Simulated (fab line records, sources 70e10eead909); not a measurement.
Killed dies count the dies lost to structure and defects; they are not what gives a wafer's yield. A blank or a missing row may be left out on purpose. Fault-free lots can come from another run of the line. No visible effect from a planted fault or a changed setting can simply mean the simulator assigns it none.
The tool behind it: which one? ; flow nand harc ; Sampling: 24 lots, 72 wafers, 6 of 1159 route steps

WHAT EACH GAUGE READ, for each wafer
No reading from a measuring or inspecting step in the record can be judged against a usual standard deviation.

TOOL THAT RAN EACH LOT (tool first, then ch and the chambers of the sampled wafers, then the start)
lot;NHARC_A_STAIRCASE_TRIM_18;NHARC_A_STAIRCASE_ETCH_201;NHARC_A_STAIRCASE_DESCUM_252;NHARC_A_STAIRCASE_ETCH_253;NHARC_A_STAIRCASE_ETCH_294;NHARC_A_STAIRCASE_DEP_417
L074;rie diel-13 ch 0,3, day 10 23:59 or earlier;rie diel-13 ch 1,2, day 10 23:59 or earlier;rie diel-05 ch 0,2,3, day 10 23:59;rie diel-05 ch 0,1, day 11 00:03;rie diel-08 ch 1,2, day 11 15:39 or earlier;pecvd-02 ch 0,1, day 11 15:39
L075;rie diel-08 ch 0,1,2, day 11 16:49 or earlier;rie diel-05 ch 0,1,2, day 11 16:49 or earlier;rie diel-08 ch 1,2,3, day 11 16:49;rie diel-08 ch 0,2,3, day 11 16:55;rie diel-08 ch 0,1,2, day 12 09:57 or earlier;pecvd-03 ch 0,1,2, day 12 09:57
L077;rie diel-05 ch 1,2, day 11 21:44 or earlier;rie diel-13 ch 0,3, day 11 21:44 or earlier;rie diel-05 ch 0,1, day 11 21:44;rie diel-05 ch 0,1,2, day 11 22:08;rie diel-08 ch 0,1,2, day 12 14:40 or earlier;pecvd-04 ch 0,1,2, day 12 14:40
L078;rie diel-05 ch 0,1,2, day 12 04:23 or earlier;rie diel-13 ch 1,2, day 12 04:23 or earlier;rie diel-08 ch 0,2,3, day 12 04:23;rie diel-08 ch 1,2, day 12 04:28;rie diel-08 ch 1,2,3, day 12 18:32 or earlier;pecvd-02 ch 0,1,2, day 12 18:32
L076;rie diel-13 ch 0,1, day 12 08:35 or earlier;rie diel-13 ch 0,1, day 12 08:35 or earlier;rie diel-05 ch 0,1,3, day 12 08:35;rie diel-05 ch 0,1, day 12 08:40;rie diel-08 ch 1,3, day 13 00:34 or earlier;pecvd-02 ch 0,1,2, day 13 00:34
L079;rie diel-05 ch 0,2,3, day 12 09:01 or earlier;rie diel-05 ch 0,2,3, day 12 09:01 or earlier;rie diel-05 ch 0,1,3, day 12 09:01;rie diel-05 ch 0,1,3, day 12 09:06;rie diel-08 ch 0,2,3, day 13 03:04 or earlier;pecvd-03 ch 0,1,2, day 13 03:04
L080;rie diel-08 ch 1,2,3, day 13 08:20 or earlier;rie diel-05 ch 1,3, day 13 08:20 or earlier;rie diel-05 ch 1,2,3, day 13 08:20;rie diel-05 ch 0,1,2, day 13 08:24;rie diel-08 ch 0,3, day 13 23:57 or earlier;pecvd-02 ch 0,1,2, day 13 23:57
L082;rie diel-08 ch 1,2,3, day 13 08:59 or earlier;rie diel-08 ch 0,3, day 13 08:59 or earlier;rie diel-05 ch 0,1,3, day 13 08:59;rie diel-05 ch 0,2,3, day 13 09:08;rie diel-13 ch 1,2,3, day 14 01:15 or earlier;pecvd-04 ch 0,1, day 14 01:15
L081;rie diel-13 ch 0,3, day 13 09:52 or earlier;rie diel-13 ch 1,2, day 13 09:52 or earlier;rie diel-13 ch 0,2,3, day 13 09:52;rie diel-13 ch 0,2,3, day 13 09:56;rie diel-05 ch 0,1,2, day 14 03:22 or earlier;pecvd-04 ch 1,2, day 14 03:22
L083;rie diel-05 ch 1,2,3, day 13 15:08 or earlier;rie diel-05 ch 0,2,3, day 13 15:08 or earlier;rie diel-13 ch 0,1,3, day 13 15:08;rie diel-13 ch 2,3, day 13 15:12;rie diel-13 ch 1,2,3, day 14 10:14 or earlier;pecvd-04 ch 0,1,2, day 14 10:14
L084;rie diel-05 ch 1,2,3, day 14 03:01 or earlier;rie diel-13 ch 0,2, day 14 03:01 or earlier;rie diel-08 ch 1,2, day 14 03:01;rie diel-08 ch 0,3, day 14 03:07;rie diel-13 ch 0,1,3, day 14 19:55 or earlier;pecvd-03 ch 0,1, day 14 19:55
L086;rie diel-05 ch 1,2, day 14 09:54 or earlier;rie diel-08 ch 0,1,3, day 14 09:54 or earlier;rie diel-08 ch 1,3, day 14 09:54;rie diel-08 ch 2,3, day 14 10:01;rie diel-08 ch 0,1,2, day 14 23:35 or earlier;pecvd-04 ch 0,1,2, day 14 23:35
L085;rie diel-13 ch 1,2,3, day 14 11:58 or earlier;rie diel-08 ch 0,1,2, day 14 11:58 or earlier;rie diel-08 ch 0,1, day 14 11:58;rie diel-08 ch 0,1,2, day 14 12:03;rie diel-08 ch 2,3, day 15 03:28 or earlier;pecvd-03 ch 0,1,2, day 15 03:28
L087;rie diel-13 ch 0,1,2, day 15 03:37 or earlier;rie diel-08 ch 1,2,3, day 15 03:37 or earlier;rie diel-05 ch 1,2,3, day 15 03:37;rie diel-05 ch 0,1,3, day 15 03:41;rie diel-13 ch 0,1,2, day 15 20:49 or earlier;pecvd-03 ch 0,1,2, day 15 20:49
L089;rie diel-08 ch 0,1, day 15 03:59 or earlier;rie diel-08 ch 1,2,3, day 15 03:59 or earlier;rie diel-08 ch 1,2,3, day 15 03:59;rie diel-08 ch 0,2,3, day 15 04:04;rie diel-13 ch 0,1,2, day 15 22:52 or earlier;pecvd-04 ch 1,2, day 15 22:52
L090;rie diel-05 ch 0,1,2, day 15 09:20 or earlier;rie diel-08 ch 2,3, day 15 09:20 or earlier;rie diel-08 ch 2,3, day 15 09:20;rie diel-08 ch 0,1, day 15 09:25;rie diel-05 ch 0,3, day 16 03:53 or earlier;pecvd-04 ch 0,1,2, day 16 03:53
L091;rie diel-13 ch 0,1,3, day 15 09:44 or earlier;rie diel-05 ch 0,1,3, day 15 09:44 or earlier;rie diel-08 ch 0,2, day 15 09:44;rie diel-08 ch 2,3, day 15 09:50;rie diel-13 ch 0,1,3, day 16 03:29 or earlier;pecvd-04 ch 1,2, day 16 03:29
L088;rie diel-05 ch 0,2, day 15 10:07 or earlier;rie diel-13 ch 1,2, day 15 10:07 or earlier;rie diel-08 ch 2,3, day 15 10:07;rie diel-08 ch 0,1,3, day 15 10:12;rie diel-08 ch 0,3, day 16 05:02 or earlier;pecvd-04 ch 0,1, day 16 05:02
L095;rie diel-08 ch 0,1, day 16 03:01 or earlier;rie diel-05 ch 1,2, day 16 03:01 or earlier;rie diel-08 ch 0,2,3, day 16 03:01;rie diel-08 ch 0,1, day 16 03:05;rie diel-08 ch 0,2,3, day 16 17:52 or earlier;pecvd-03 ch 0,1, day 16 17:52
L093;rie diel-08 ch 0,2,3, day 16 03:56 or earlier;rie diel-08 ch 1,2,3, day 16 03:56 or earlier;rie diel-08 ch 0,1,2, day 16 03:56;rie diel-08 ch 1,2,3, day 16 04:01;rie diel-05 ch 0,1,3, day 16 20:22 or earlier;pecvd-02 ch 0,1,2, day 16 20:22
L094;rie diel-13 ch 0,1,3, day 16 06:56 or earlier;rie diel-08 ch 0,2, day 16 06:56 or earlier;rie diel-13 ch 2,3, day 16 06:56;rie diel-13 ch 0,1, day 16 07:01;rie diel-08 ch 0,1,2, day 16 22:00 or earlier;pecvd-03 ch 0,2, day 16 22:00
L092;rie diel-08 ch 0,2,3, day 16 07:07 or earlier;rie diel-13 ch 1,2,3, day 16 07:07 or earlier;rie diel-13 ch 0,2,3, day 16 07:07;rie diel-13 ch 0,2,3, day 16 07:18;rie diel-13 ch 0,2,3, day 17 02:55 or earlier;pecvd-03 ch 0,1,2, day 17 02:55
L096;rie diel-08 ch 0,1,3, day 16 19:31 or earlier;rie diel-13 ch 1,3, day 16 19:31 or earlier;rie diel-13 ch 0,2,3, day 16 19:31;rie diel-13 ch 0,2,3, day 16 19:38;rie diel-13 ch 0,2, day 17 10:59 or earlier;pecvd-02 ch 0,1,2, day 17 10:59
L097;rie diel-05 ch 0,1, day 16 19:40 or earlier;rie diel-05 ch 0,1,2, day 16 19:40 or earlier;rie diel-08 ch 0,1,2, day 16 19:40;rie diel-08 ch 2,3, day 16 19:47;rie diel-08 ch 2,3, day 17 12:21 or earlier;pecvd-02 ch 0,2, day 17 12:21
- NHARC_A_STAIRCASE_TRIM_18: chemistry O2, time 211.2 s.
- NHARC_A_STAIRCASE_ETCH_201: etches the open film in C4F8/O2, target depth 100 nm, time 40.5 s.
- NHARC_A_STAIRCASE_DESCUM_252: chemistry O2, time 3 s.
- NHARC_A_STAIRCASE_ETCH_253: etches the open film in C4F8/O2, target depth 50 nm, time 20.2 s.
- NHARC_A_STAIRCASE_ETCH_294: etches the open film in C4F8/O2/Ar, target depth 4992 nm, time 1212.4 s.
- NHARC_A_STAIRCASE_DEP_417: deposits Si3N4, target thk 60 nm.

WHAT THE TOOLS THEMSELVES READ (means of the sampled wafers that have a number; where no wafer has one, the mark that the record gives instead)
NHARC_A_STAIRCASE_TRIM_18.
lot;tool;drypump motor current A (A);oes product au (a.u.);rf vpp V (V);showerhead plenum p Torr (Torr);throttle valve pct (%)
L074;rie diel-13;6.1;1.000;57.8;3.41;17.024
L075;rie diel-08;5.6;1.002;58.1;3.56;17.040
L077;rie diel-05;5.7;1.000;58.5;3.60;17.037
L078;rie diel-05;5.9;0.995;57.9;3.67;17.031
L076;rie diel-13;6.0;0.999;57.1;3.34;17.038
L079;rie diel-05;6.0;1.012;57.1;3.62;17.044
L080;rie diel-08;5.5;0.999;57.6;3.48;17.035
L082;rie diel-08;5.5;1.000;57.7;3.48;17.036
L081;rie diel-13;6.2;0.996;58.1;3.71;17.029
L083;rie diel-05;5.9;1.004;58.5;3.60;17.030
L084;rie diel-05;5.9;1.005;58.5;3.60;17.030
L086;rie diel-05;5.7;0.998;58.3;3.59;17.039
L085;rie diel-13;6.2;1.005;57.6;3.55;17.032
L087;rie diel-13;6.0;0.998;58.1;3.60;17.037
L089;rie diel-08;5.7;0.997;58.5;3.65;17.046
L090;rie diel-05;5.9;1.004;58.3;3.66;17.033
L091;rie diel-13;6.1;1.002;57.8;3.62;17.032
L088;rie diel-05;5.8;1.005;58.1;3.60;17.035
L095;rie diel-08;5.5;0.993;58.7;3.63;17.031
L093;rie diel-08;5.8;0.995;58.0;3.48;17.036
L094;rie diel-13;6.1;1.001;57.8;3.62;17.035
L092;rie diel-08;5.8;0.993;58.2;3.48;17.047
L096;rie diel-08;5.6;0.991;58.6;3.56;17.034
L097;rie diel-05;6.0;1.003;57.7;3.72;17.041

NHARC_A_STAIRCASE_ETCH_201.
lot;tool;bias w (W);oes product au (a.u.);rf vpp V (V)
L074;rie diel-13;1002.6;0.941;895
L075;rie diel-05;996.8;0.945;901
L077;rie diel-13;996.9;0.946;891
L078;rie diel-13;1000.8;0.945;895
L076;rie diel-13;1001.5;0.942;891
L079;rie diel-05;999.1;0.936;899
L080;rie diel-05;1001.9;0.943;901
L082;rie diel-08;1001.7;0.946;895
L081;rie diel-13;1001.3;0.949;894
L083;rie diel-05;996.4;0.938;899
L084;rie diel-13;1000.3;0.942;904
L086;rie diel-08;1000.0;0.939;898
L085;rie diel-08;999.0;0.944;898
L087;rie diel-08;1003.5;0.930;894
L089;rie diel-08;1001.6;0.943;894
L090;rie diel-08;996.8;0.939;891
L091;rie diel-05;998.8;0.943;901
L088;rie diel-13;1001.0;0.942;893
L095;rie diel-05;999.0;0.944;898
L093;rie diel-08;1002.1;0.938;893
L094;rie diel-08;998.4;0.924;897
L092;rie diel-13;1002.9;0.941;897
L096;rie diel-13;998.2;0.942;897
L097;rie diel-05;1002.3;0.937;901

NHARC_A_STAIRCASE_DESCUM_252.
lot;tool;drypump motor current A (A);oes product au (a.u.);rf vpp V (V);showerhead plenum p Torr (Torr);throttle valve pct (%)
L074;rie diel-05;6.0;1.008;59.1;1.97;11.307
L075;rie diel-08;5.5;0.994;57.5;1.89;11.308
L077;rie diel-05;6.0;1.003;57.8;2.03;11.305
L078;rie diel-08;5.7;0.993;57.4;1.89;11.313
L076;rie diel-05;6.1;1.000;57.8;2.00;11.312
L079;rie diel-05;6.1;0.993;57.8;2.00;11.308
L080;rie diel-05;5.9;1.006;57.4;1.96;11.311
L082;rie diel-05;6.1;0.999;57.2;2.00;11.312
L081;rie diel-13;6.0;1.006;58.5;2.00;11.308
L083;rie diel-13;6.1;0.995;56.9;1.97;11.312
L084;rie diel-08;5.5;1.000;57.1;1.87;11.315
L086;rie diel-08;5.3;0.991;58.1;1.93;11.313
L085;rie diel-08;5.7;1.000;57.8;1.98;11.316
L087;rie diel-05;5.9;1.007;57.9;1.95;11.301
L089;rie diel-08;5.5;0.996;56.9;1.88;11.308
L090;rie diel-08;5.6;1.001;57.6;1.83;11.316
L091;rie diel-08;5.7;0.997;57.4;1.88;11.307
L088;rie diel-08;5.7;0.996;57.7;1.85;11.312
L095;rie diel-08;5.8;1.000;57.4;1.88;11.310
L093;rie diel-08;5.6;0.996;57.8;1.92;11.312
L094;rie diel-13;6.2;0.997;58.5;1.96;11.317
L092;rie diel-13;6.0;0.996;59.0;1.99;11.304
L096;rie diel-13;6.0;0.996;58.3;1.98;11.306
L097;rie diel-08;5.6;0.999;57.9;1.92;11.310

NHARC_A_STAIRCASE_ETCH_253.
lot;tool;bias w (W);oes product au (a.u.);rf vpp V (V)
L074;rie diel-05;1002;0.962;903
L075;rie diel-08;1004;0.917;894
L077;rie diel-05;1002;0.947;901
L078;rie diel-08;999;0.958;897
L076;rie diel-05;998;0.949;905
L079;rie diel-05;999;0.920;900
L080;rie diel-05;997;0.924;901
L082;rie diel-05;999;0.942;900
L081;rie diel-13;1001;0.944;900
L083;rie diel-13;1001;0.960;900
L084;rie diel-08;999;0.950;895
L086;rie diel-08;1000;0.930;892
L085;rie diel-08;1000;0.945;897
L087;rie diel-05;999;0.950;901
L089;rie diel-08;1001;0.975;894
L090;rie diel-08;1001;0.955;900
L091;rie diel-08;999;0.946;891
L088;rie diel-08;1004;0.971;897
L095;rie diel-08;1001;0.971;899
L093;rie diel-08;999;0.947;893
L094;rie diel-13;1001;0.925;897
L092;rie diel-13;1001;0.949;901
L096;rie diel-13;1001;0.936;901
L097;rie diel-08;1001;0.957;891

NHARC_A_STAIRCASE_ETCH_294.
lot;tool;bias w (W);oes product au (a.u.);rf vpp V (V)
L074;rie diel-08;3009;0.935;1821
L075;rie diel-08;2999;0.940;1828
L077;rie diel-08;3008;0.933;1829
L078;rie diel-08;3005;0.933;1822
L076;rie diel-08;3003;0.923;1829
L079;rie diel-08;3000;0.934;1825
L080;rie diel-08;2999;0.944;1831
L082;rie diel-13;3003;0.938;1828
L081;rie diel-05;3002;0.923;1837
L083;rie diel-13;2991;0.931;1829
L084;rie diel-13;2994;0.924;1835
L086;rie diel-08;3000;0.936;1828
L085;rie diel-08;2990;0.945;1816
L087;rie diel-13;2998;0.931;1831
L089;rie diel-13;2994;0.923;1832
L090;rie diel-05;3009;0.924;1833
L091;rie diel-13;2995;0.936;1833
L088;rie diel-08;3001;0.940;1826
L095;rie diel-08;3001;0.941;1823
L093;rie diel-05;3004;0.927;1836
L094;rie diel-08;2997;0.949;1827
L092;rie diel-13;2991;0.931;1836
L096;rie diel-13;3000;0.928;1833
L097;rie diel-08;3000;0.926;1818

NHARC_A_STAIRCASE_DEP_417.
lot;tool;heater power w (W)
L074;pecvd-02;763
L075;pecvd-03;770
L077;pecvd-04;693
L078;pecvd-02;737
L076;pecvd-02;738
L079;pecvd-03;772
L080;pecvd-02;744
L082;pecvd-04;693
L081;pecvd-04;613
L083;pecvd-04;667
L084;pecvd-03;599
L086;pecvd-04;669
L085;pecvd-03;768
L087;pecvd-03;782
L089;pecvd-04;660
L090;pecvd-04;607
L091;pecvd-04;591
L088;pecvd-04;754
L095;pecvd-03;722
L093;pecvd-02;731
L094;pecvd-03;725
L092;pecvd-03;784
L096;pecvd-02;735
L097;pecvd-02;709

THE ANSWER, worked out from the rows above alone
Rule: the lots themselves supply what counts as usual. Put in order of their means at a reading, lots are off if they are a third of the lots or fewer, leave a main group of 4 or more, and stand apart from it by a gap of 3 or more times the standard deviation of the main group's means; of several such gaps the widest counts. The tables above print the reading to a certain number of digits; a main group whose means all agree to those digits is not used. Also off: a lot with no number at a reading for which 4 or more lots have one. Any other lot the step has rows for is counted as sound. Order of review: gauges by route order, followed by the tools' own readings, for which a lot's mean as printed above is used. At the first step where some lot is off, the reading lying furthest off is the one used; lots without a number count as furthest.
Across all readings shown, no lot is off: no conclusion can be drawn from this.

WHAT HAD BEEN PUT IN BY THE SIMULATOR
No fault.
